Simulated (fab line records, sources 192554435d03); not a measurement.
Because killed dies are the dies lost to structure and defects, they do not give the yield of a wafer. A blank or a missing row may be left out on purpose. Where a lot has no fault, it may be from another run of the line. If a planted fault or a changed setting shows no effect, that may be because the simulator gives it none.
Which tool was responsible?	flow n5 finfet	Sampling: 11 lots, 33 wafers, 4 of 1938 route steps

## WHAT EACH GAUGE READ, for each wafer
N5_BEOL_M6_CD_MEAS_11: target cd 38.5 nm. Usual: cd nm at 38.8 nm, with a standard deviation of 0.44.
lot	measured	on	cd nm (nm)	flag
L358	day 9 17:49	cd sem-02	39.2 38.8 39.3	
L360	day 10 13:49	cd sem-01	38.8 39.4 39.5	
L361	day 10 19:41	cd sem-03	39.2 38.5 38.5	
L365	day 11 00:35	cd sem-03	39.5 39.6 39.4	
L363	day 11 10:55	cd sem-03	39.2 39.0 39.4	
L366	day 12 05:49	cd sem-01	38.3 37.8 38.4	
L372	day 14 19:43	cd sem-02	38.8 39.3 39.3	
L373	day 15 08:14	cd sem-02	38.6 38.8 38.6	
L376	day 15 21:26	cd sem-03	39.6 38.4 38.7	
L374	day 15 23:22	cd sem-01	38.3 39.2 39.1	
L379	day 16 19:16	cd sem-02	39.2 38.7 39.1	

N5_BEOL_M6_INSPECT_13: inspects for defects (brightfield). Usual: raw defect count at 414, with a standard deviation of 110.
lot	measured	on	raw defect count	flag
L358	day 9 17:52	defect inspect-01	378 423 286	
L360	day 10 13:52	defect inspect-01	528 404 460	
L361	day 10 19:44	defect inspect-02	488 440 414	
L365	day 11 00:38	defect inspect-01	302 281 314	
L363	day 11 10:58	defect inspect-02	495 772 583	
L366	day 12 05:53	defect inspect-02	722 700 546	
L372	day 14 19:46	defect inspect-01	471 522 536	
L373	day 15 08:17	defect inspect-01	521 455 438	
L376	day 15 21:29	defect inspect-02	441 380 419	
L374	day 15 23:25	defect inspect-02	344 368 463	
L379	day 16 19:19	defect inspect-01	266 336 344	

N5_BEOL_M6_CD_MEAS_28: target cd 40 nm. Usual: cd nm at 39.95 nm, with a standard deviation of 0.22.
lot	measured	on	cd nm (nm)	flag
L358	day 9 19:51	cd sem-01	39.69 39.94 40.31	
L360	day 10 17:43	cd sem-03	39.99 39.95 39.92	
L361	day 11 00:24	cd sem-03	42.57 42.51 42.34	OFF
L365	day 11 01:40	cd sem-01	41.01 41.31 41.38	OFF
L363	day 11 20:41	cd sem-03	40.75 41.32 41.38	OFF
L366	day 12 10:19	cd sem-03	40.89 41.42 40.72	OFF
L372	day 14 21:02	cd sem-02	39.62 40.16 39.64	
L373	day 15 10:15	cd sem-02	40.09 39.76 40.08	
L376	day 16 02:17	cd sem-01	40.18 39.95 40.05	
L374	day 16 02:20	cd sem-03	40.44 40.12 39.96	
L379	day 16 20:34	cd sem-01	40.15 39.90 40.12	

## WHAT TOOL EACH LOT RAN ON (gives the tool, then ch and the chambers of the sampled wafers, and finally the start)
lot	N5_BEOL_M6_EXPOSE_25
L358	euv scanner-01 ch 0, day 9 19:43
L360	euv scanner-01 ch 0, day 10 17:35
L361	euv scanner-01 ch 0, day 11 00:16
L365	euv scanner-01 ch 0, day 11 01:32
L363	euv scanner-01 ch 0, day 11 20:34
L366	euv scanner-01 ch 0, day 12 10:11
L372	euv scanner-02 ch 0, day 14 20:54
L373	euv scanner-02 ch 0, day 15 10:07
L376	euv scanner-02 ch 0, day 16 02:09
L374	euv scanner-02 ch 0, day 16 02:12
L379	euv scanner-02 ch 0, day 16 20:26
- N5_BEOL_M6_EXPOSE_25: exposes mask V5, target cd 40 nm.

## WHAT THE TOOLS THEMSELVES READ (means of the sampled wafers that have a number; where no wafer has one, the mark that the record gives instead)
N5_BEOL_M6_EXPOSE_25. Usual: exposure dose mJ cm2 at 44.87, with a standard deviation of 0.065.
lot	tool	exposure dose mJ cm2	flag
L358	euv scanner-01	44.91	
L360	euv scanner-01	44.92	
L361	euv scanner-01	50.31	OFF
L365	euv scanner-01	47.64	OFF
L363	euv scanner-01	47.11	OFF
L366	euv scanner-01	46.63	OFF
L372	euv scanner-02	44.78	
L373	euv scanner-02	44.86	
L376	euv scanner-02	44.82	
L374	euv scanner-02	44.76	
L379	euv scanner-02	44.81	

## THE ANSWER, worked out from the rows above alone
Rule: lot off if the mean of its wafers having a number is beyond 3 standard deviations from the usual mean. A lot without any number at a reading at which 4 lots or more have one is off too. Where the step has rows for the other lots, those lots are counted as sound. Order of review: gauges by route order, followed by the tools' own readings, for which a lot's mean as printed above is used. The first step at which some lot is off is used, and at that step the reading that is off furthest; a lot without a number counts as furthest.
Off at N5_BEOL_M6_CD_MEAS_28 (cd nm): L361, L365, L363, L366.
If a tool, at a process step before that reading, ran all the lots that are off and no sound lot after the first of them, it fits. Not tried: the gauges at N5_BEOL_M6_CD_MEAS_28; whatever is off there is also off at N5_BEOL_M6_EXPOSE_25, on other tools, and gauge error can't account for it. One fits: N5_BEOL_M6_EXPOSE_25 on euv scanner-01. A fault onset in the window from L360 (day 10 17:35, its last sound lot) to L361 (day 11 00:16, its first lot off) fits.
On the lots that are off, the tool's own readings at N5_BEOL_M6_EXPOSE_25 differ by more than 5 times the standard deviation of the sound lots' means, which bears it out; exposure dose mJ cm2 reads 47.92 there versus 44.84 on the sound lots.

## WHAT THE SIMULATOR PUT IN
Process parameter drift: euv scanner-01, from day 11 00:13 on, at N5_BEOL_M6_EXPOSE_25. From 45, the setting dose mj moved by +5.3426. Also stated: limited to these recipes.
Shown lots that were struck: L361, L365, L363, L366. This agrees with what the rule above found.
